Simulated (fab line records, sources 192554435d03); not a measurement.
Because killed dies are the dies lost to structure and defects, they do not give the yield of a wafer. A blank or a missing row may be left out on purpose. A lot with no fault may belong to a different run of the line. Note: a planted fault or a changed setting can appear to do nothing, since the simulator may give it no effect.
Which tool did it? ; flow n5 finfet ; 10 lots, 30 wafers sampled, at 5 steps of a route of 1938

== WHAT THE GAUGES READ, wafer by wafer ==
N5_BEOL_M13_CD_MEAS_10: target cd 190 nm. Usual: cd nm 189.4 nm, standard deviation 1.3.
lot;measured;on;cd nm (nm);flag
L872;day 12 18:47;cd sem-01;189.2 188.6 187.4;
L880;day 14 12:53;cd sem-02;190.2 191.2 190.8;
L882;day 14 20:38;cd sem-03;191.0 190.2 190.0;
L883;day 15 22:07;cd sem-01;191.1 191.0 189.3;
L886;day 16 23:43;cd sem-03;187.0 189.0 186.7;
L889;day 17 03:35;cd sem-01;189.6 188.8 189.6;
L888;day 17 15:40;cd sem-02;188.5 190.1 189.6;
L892;day 18 08:29;cd sem-01;187.3 187.3 189.5;
L890;day 18 09:05;cd sem-01;186.7 188.4 187.5;
L891;day 18 09:40;cd sem-02;188.4 188.4 186.5;

== TOOL THAT RAN EACH LOT (tool first, then ch and the chambers of the sampled wafers, then the start) ==
lot;N5_BEOL_M12_DESCUM_15;N5_BEOL_M12_DEGAS_41;N5_BEOL_M12_SPUTTER_43;N5_BEOL_M12_CMP_49
L872;rie diel-06 ch 0,2, day 12 14:28;pvd sputter-02, day 12 17:02;pvd sputter-02, day 12 17:07;cmp-03 ch 1,2, day 12 17:51
L880;rie diel-05 ch 0,2,3, day 14 02:41;pvd sputter-02, day 14 10:48;pvd sputter-02, day 14 10:53;cmp-03 ch 1,2,3, day 14 11:53
L882;rie diel-04 ch 1,2,3, day 14 08:59;pvd sputter-02, day 14 18:52;pvd sputter-02, day 14 18:56;cmp-03 ch 0,2,3, day 14 19:44
L883;rie diel-05 ch 0,2,3, day 15 15:08;pvd sputter-01, day 15 20:19;pvd sputter-01, day 15 20:24;cmp-03 ch 1,2,3, day 15 21:11
L886;rie diel-06 ch 0,1,2, day 16 18:37;pvd sputter-03, day 16 21:58;pvd sputter-03, day 16 22:03;cmp-04 ch 0,1,3, day 16 22:46
L889;rie diel-04 ch 0,2,3, day 16 22:29;pvd sputter-01, day 17 01:52;pvd sputter-01, day 17 01:56;cmp-01 ch 1,2,3, day 17 02:40
L888;rie diel-05 ch 1,2, day 17 07:45;pvd sputter-01, day 17 13:26;pvd sputter-01, day 17 13:31;cmp-04 ch 1,2, day 17 14:38
L892;rie diel-04 ch 0,3, day 18 04:43;pvd sputter-03, day 18 06:44;pvd sputter-03, day 18 06:49;cmp-03 ch 0,1,2, day 18 07:39
L890;rie diel-06 ch 0,1,3, day 18 05:07;pvd sputter-02, day 18 07:20;pvd sputter-02, day 18 07:25;cmp-03 ch 0,2,3, day 18 08:08
L891;rie diel-05 ch 0,1,3, day 18 05:09;pvd sputter-02, day 18 07:52;pvd sputter-02, day 18 07:56;cmp-01 ch 0,3, day 18 08:44
- N5_BEOL_M12_DESCUM_15: chemistry O2, time 7.9 s.
- N5_BEOL_M12_DEGAS_41: time 60 s.
- N5_BEOL_M12_SPUTTER_43: material TaN, target thk 15 nm, time 24.19 s.
- N5_BEOL_M12_CMP_49: polishes, stops on SiOC, t overpolish 20.6 s, target thk 320 nm.

== AS READ BY THE TOOLS THEMSELVES (means over the sampled wafers that have a number; for cases with no such wafer, the mark the record gives instead) ==
N5_BEOL_M12_DESCUM_15. Usual: drypump motor current A 5.70 A, standard deviation 0.26; oes product au 0.83 a.u., standard deviation 0.057; rf vpp V 243.5 V, standard deviation 1.3; showerhead plenum p Torr 2.12 Torr, standard deviation 0.066; throttle valve pct 20.24 %, standard deviation 0.24.
lot;tool;drypump motor current A (A);oes product au (a.u.);rf vpp V (V);showerhead plenum p Torr (Torr);throttle valve pct (%);flag
L872;rie diel-06;5.64;0.83;245.9;2.20;20.31;
L880;rie diel-05;5.85;0.79;243.0;2.08;20.39;
L882;rie diel-04;5.85;0.90;244.8;2.18;20.41;
L883;rie diel-05;5.89;0.79;242.2;2.07;20.40;
L886;rie diel-06;5.65;0.78;244.3;2.13;20.31;
L889;rie diel-04;5.65;0.86;243.4;2.16;20.38;
L888;rie diel-05;5.91;0.79;243.8;2.09;20.15;
L892;rie diel-04;5.61;0.83;242.4;2.10;20.27;
L890;rie diel-06;5.48;0.78;242.8;2.10;20.23;
L891;rie diel-05;5.75;0.77;242.8;2.08;20.22;

N5_BEOL_M12_DEGAS_41. Usual: heater power w 337 W, standard deviation 45.
lot;tool;heater power w (W);flag
L872;pvd sputter-02;367;
L880;pvd sputter-02;378;
L882;pvd sputter-02;371;
L883;pvd sputter-01;303;
L886;pvd sputter-03;336;
L889;pvd sputter-01;307;
L888;pvd sputter-01;304;
L892;pvd sputter-03;310;
L890;pvd sputter-02;373;
L891;pvd sputter-02;340;

N5_BEOL_M12_SPUTTER_43. Usual: cathode dc power W 15000 W, standard deviation 2.7; throttle valve pct 30.7 %, standard deviation 0.96.
lot;tool;cathode dc power W (W);throttle valve pct (%);flag
L872;pvd sputter-02;14995;30.8;
L880;pvd sputter-02;14432;30.5;OFF
L882;pvd sputter-02;14431;30.8;OFF
L883;pvd sputter-01;14999;30.7;
L886;pvd sputter-03;15001;30.8;
L889;pvd sputter-01;15000;30.7;
L888;pvd sputter-01;15001;30.7;
L892;pvd sputter-03;15000;29.2;
L890;pvd sputter-02;15000;30.7;
L891;pvd sputter-02;15002;31.6;

N5_BEOL_M12_CMP_49. Usual: barrier field endpoint s 30.5 s, standard deviation 0.72; clearing platen rpm 49.997 rpm, standard deviation 0.026; motor current A 5.9 A, standard deviation 0.76.
lot;tool;barrier field endpoint s (s);clearing platen rpm (rpm);motor current A (A);flag
L872;cmp-03;31.0;50.000;5.9;
L880;cmp-03;30.4;49.978;5.8;
L882;cmp-03;29.1;49.976;6.4;
L883;cmp-03;30.5;50.004;5.9;
L886;cmp-04;30.4;50.006;6.0;
L889;cmp-01;30.8;50.009;5.5;
L888;cmp-04;29.6;50.005;5.8;
L892;cmp-03;31.2;49.996;6.7;
L890;cmp-03;30.5;49.969;6.5;
L891;cmp-01;29.9;49.998;5.2;

== THE ANSWER, worked out from the rows above alone ==
Rule: a lot is off if the mean of its wafers that have a number lies more than 3 standard deviations from the usual mean. A lot without any number at a reading at which 4 lots or more have one is off too. Any other lot the step has rows for is counted as sound. First the gauges in route order, then the tools' own readings, where a lot's mean is used as printed above. The first step at which some lot is off is used, and at that step the reading that is off furthest; a lot without a number counts as furthest.
Off: L880, L882 (N5_BEOL_M12_SPUTTER_43, cathode dc power W).
If a tool, at that step or one of the process steps before it, ran each lot that is off and ran no sound lot following the first of them, it fits. No candidate that was tried fits.

== WHAT HAD BEEN PUT IN BY THE SIMULATOR ==
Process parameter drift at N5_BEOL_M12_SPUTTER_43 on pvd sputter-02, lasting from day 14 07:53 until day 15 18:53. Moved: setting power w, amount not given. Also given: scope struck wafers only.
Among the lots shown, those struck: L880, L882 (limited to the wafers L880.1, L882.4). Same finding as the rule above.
